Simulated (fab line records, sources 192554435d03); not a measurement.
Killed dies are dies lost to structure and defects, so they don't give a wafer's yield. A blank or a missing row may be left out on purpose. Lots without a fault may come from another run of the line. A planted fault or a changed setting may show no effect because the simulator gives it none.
A struck lot beside a sound one | flow n5_finfet | 15 steps out of a route of 1938
Sound: wafers L826.3, L826.4, L826.6. Struck: wafers L839.1, L839.6. (L839.5 of the same lot was not struck and is left out.) The cause comes at the end.
At each step with rows: each side's tool, then ch and its chambers, then its first start. Under that, the readings that differ: sound wafers | struck wafers | difference of the means | sigmas: that difference in standard deviations of wafers without a fault.
alike: readings whose means differ by less than 2 such deviations, and words and numbers that are the same on both sides. not compared: withheld readings, readings that some wafer has no value for, bounds like >300 that may hide the same value, and numbers for which the record gives no deviation and whose values overlap.
The two part at a step that has a row with sigmas, a row that says differs or no value, or rows on one side only. Numbers that don't overlap but have no deviation are shown without sigmas and don't part them. A reading that every wafer of one side lacks parts them only if that side has two wafers or more.

first, 3 steps without rows for these wafers: N5_SD_EPI_N_EXPOSE_06 (exposes mask SD N BLK, target cd 120 nm); N5_SD_EPI_N_PEB_07 (peb time 60 s); N5_SD_EPI_N_DEVELOP_08 (develop time 30 s).
N5_SD_EPI_N_CD_MEAS_09: target cd 120 nm.
  sound on cd_sem-01 ch 0, day 3 14:43; struck on cd_sem-03 ch 0, day 6 20:58
  reading    | sound             | struck      | difference | sigmas
  cd_nm (nm) | 120.1 120.4 120.1 | 118.6 119.4 | -1.2       | -2
N5_SD_EPI_N_OVL_MEAS_10:
  sound on overlay-01 ch 0, day 3 14:45; struck on overlay-02 ch 0, day 6 20:59
  alike: SD_N_BLK_OVL
N5_SD_EPI_N_INSPECT_11: inspects for defects (macro).
  sound on defect_inspect-01, day 3 14:47; struck on defect_inspect-01, day 6 21:01
  alike: raw_defect_count
N5_SD_EPI_N_DESCUM_14: chemistry O2, time 7.9 s.
  sound on rie_diel-05 ch 0,1,2, day 3 14:49; struck on rie_diel-05 ch 2,3, day 6 21:02
  alike: drypump_motor_current_A, oes_product_au, rf_vpp_V, showerhead_plenum_p_Torr, throttle_valve_pct
  not compared: rf_hours_counter_h
N5_SD_EPI_N_ETCH_34: etches SiARC in CF4, target depth 45.5 nm, time 75.8 s.
  sound on rie_diel-05 ch 0,1,2, day 3 14:50; struck on rie_diel-05 ch 2,3, day 6 21:05
  alike: drypump_motor_current_A, etch_rf_on_time_s, oes_product_au, rf_vpp_V, showerhead_plenum_p_Torr, throttle_valve_pct
  not compared: rf_hours_counter_h
N5_SD_EPI_N_ETCH_35: etches SOC in N2/H2, overetch 108 nm, time 486 s.
  sound on rie_diel-05 ch 0,1,2, day 3 14:54; struck on rie_diel-05 ch 2,3, day 6 21:08
  alike: drypump_motor_current_A, oes_product_au, rf_vpp_V, showerhead_plenum_p_Torr, throttle_valve_pct
  not compared: rf_hours_counter_h
then, 1 step without rows for these wafers: N5_SD_EPI_N_STRIP_36 (strips in N2/H2).
N5_SD_EPI_N_ETCHBACK_44: etches SiNx in CH3F/O2, stops on SiO2, target depth 14.5 nm.
  sound on rie_diel-05 ch 0,1,2, day 3 15:13; struck on rie_diel-05 ch 2,3, day 6 21:28
  alike: drypump_motor_current_A, oes_product_au, rf_vpp_V, showerhead_plenum_p_Torr, throttle_valve_pct
  not compared: rf_hours_counter_h
N5_SD_EPI_N_ETCH_45: etches SiOCN in CH3F/O2, target depth 6 nm.
  sound on rie_diel-05 ch 0,1,2, day 3 15:19; struck on rie_diel-05 ch 2,3, day 6 21:34
  alike: drypump_motor_current_A, oes_product_au, rf_vpp_V, showerhead_plenum_p_Torr, throttle_valve_pct
  not compared: rf_hours_counter_h
N5_SD_EPI_N_ETCH_16: etches SiO2 in CHF3/O2, target depth 5 nm.
  sound on rie_diel-05 ch 0,1,2, day 3 15:25; struck on rie_diel-05 ch 2,3, day 6 21:40
  reading                                     | sound             | struck      | difference | sigmas
  oes_product_au (a.u.)                       | 0.97 0.73 0.80    | 0.65 0.62   | -0.20      | -3
  model.etch.depth_nm (nm)                    | 5.008 4.933 5.037 | 4.024 3.967 | -0.997     |
  model.SiARC_of_SD_EPI_N_COAT_33.thk_nm (nm) | 12.4 12.8 12.2    | 13.2 13.6   | +0.9       |
  alike: drypump_motor_current_A, rf_vpp_V, showerhead_plenum_p_Torr, throttle_valve_pct
  not compared: rf_hours_counter_h
then, 1 step without rows for these wafers: N5_SD_EPI_N_STRIP_47 (strips in CHF3/O2).
-- the record jumps here: 6 days lie between the struck wafers' starts before and after (it left off in module SD_EPI_N and takes up again in module BEOL_M4, whose first step shown is number 1111 of the route) --
N5_BEOL_M4_RC_MEAS_101:
  sound on prober-02 ch 0, day 10 06:19; struck on prober-01 ch 0, day 12 16:08
  alike: DIBL_N, DIBL_P, IOFF_N, IOFF_P, ION_N, ION_P, SS_N, SS_P, VT_N, VT_P

WHERE THEY PART
First at N5_SD_EPI_N_CD_MEAS_09; last, within this record, at N5_SD_EPI_N_ETCH_16. Later steps at which nothing parts them and some readings are alike: N5_BEOL_M4_RC_MEAS_101.

WHY: what the simulator had put in
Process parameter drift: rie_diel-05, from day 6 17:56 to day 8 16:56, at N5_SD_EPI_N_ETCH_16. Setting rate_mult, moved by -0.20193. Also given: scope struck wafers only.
